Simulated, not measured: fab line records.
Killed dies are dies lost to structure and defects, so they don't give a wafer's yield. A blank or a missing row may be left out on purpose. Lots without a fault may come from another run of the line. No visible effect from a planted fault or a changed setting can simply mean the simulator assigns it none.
Lot-split experiment	flow n5_finfet	route with 1938 steps; 7 lots, 21 wafers read

SPLIT DETAILS
At N5_BEOL_M10_COAT_63 (time 60 s, resist thk 100 nm), the setting spin_rpm was moved away from the recipe's 1500 rpm on 8 of the 21 wafers read, by -11.1% to +9.3%. The other wafers ran this setting at the recipe's value.

The reading comes from the split's own step.

THE READING
SOC_of_BEOL_M10_COAT_63.thk_nm (the simulator's own value, which no gauge read), in nm, at N5_BEOL_M10_COAT_63 (time 60 s, resist thk 100 nm). There is no usual value for it anywhere in the file. Across the 13 wafers here that went through the recipe, the average is 99.7 nm and the standard deviation 0.32 nm.

wafer	tool, chamber at the split	spin_rpm as run, rpm	against the recipe	SOC_of_BEOL_M10_COAT_63.thk_nm, nm	against lot-mates on the recipe
L075.1	litho_track-01, 0	1500	recipe	100	-
L075.2	litho_track-01, 0	1401	-6.6%	103.6	+3.5
L075.3	litho_track-01, 0	1500	recipe	100.2	-
L076.2	litho_track-02, 0	1500	recipe	100	-
L076.3	litho_track-02, 0	1385	-7.7%	104.2	+4.2
L076.6	litho_track-02, 0	1385	-7.7%	104	+4.0
L077.1	litho_track-05, 0	1428	-4.8%	102.2	+2.5
L077.5	litho_track-05, 0	1500	recipe	99.6	-
L077.6	litho_track-05, 0	1500	recipe	99.8	-
L081.4	litho_track-02, 0	1500	recipe	99.2	-
L081.6	litho_track-02, 0	1500	recipe	99.2	-
L081.5	litho_track-02, 0	1500	recipe	99.4	-
L080.1	litho_track-05, 0	1500	recipe	99.6	-
L080.3	litho_track-05, 0	1500	recipe	99.8	-
L080.6	litho_track-05, 0	1500	recipe	99.8	-
L084.1	litho_track-05, 0	1500	recipe	100.2	-
L084.5	litho_track-05, 0	1334	-11.1%	106	+5.8
L084.6	litho_track-05, 0	1334	-11.1%	105.8	+5.6
L092.2	litho_track-05, 0	1639	+9.3%	95.2	-4.6
L092.3	litho_track-05, 0	1639	+9.3%	95.4	-4.4
L092.4	litho_track-05, 0	1500	recipe	99.8	-

THE FIT
A straight line over all 21 wafers: SOC_of_BEOL_M10_COAT_63.thk_nm changes by -0.532 nm for each +1% of spin_rpm; r = -0.99; the points scatter about the line by 0.33 nm.
The same after taking each lot's own level away (the mean of its wafers on the recipe; 21 wafers): -0.509 nm for each +1%; r = -1.00; scatter 0.12 nm.
That fit puts the effect of the largest move of spin_rpm on the reading at 5.6 nm.
The span of the lots' own levels, 99.27 to 100.20 nm, comes to 2.9 times the standard deviation stated above.
Consequently the slope shifts little with the lot-to-lot level, the two slopes agreeing.
Check: +5.66 nm against its lot-mates is what the line predicts for one of the wafers moved furthest among these (-11.1%) when that wafer is left out of the fit. It came out at +5.8 nm against them.

FURTHER SPLITS ON THESE WAFERS
Before the reading, these wafers also passed through other splits. Each is held against what the fit with the lots' levels taken away leaves over:
other split on the same wafers	wafers away from the commonest value	r with SOC_of_BEOL_M10_COAT_63.thk_nm (lot level and that fit taken away)
N5_BEOL_M4_COAT_22 spin_rpm	8	+0.15
N5_BEOL_M5_COAT_66 spin_rpm	6	-0.06
N5_BEOL_M5_COAT_22 spin_rpm	9	-0.09
N5_BEOL_M7_COAT_60 spin_rpm	9	-0.02
N5_BEOL_M7_ETCH_62 source_w	8	-0.09
N5_BEOL_M9_COAT_60 spin_rpm	10	+0.06

THE FILE'S OWN FIT
SOC_of_BEOL_M10_COAT_63.thk_nm changes by -0.513 nm for each +1% of spin_rpm, r = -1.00.
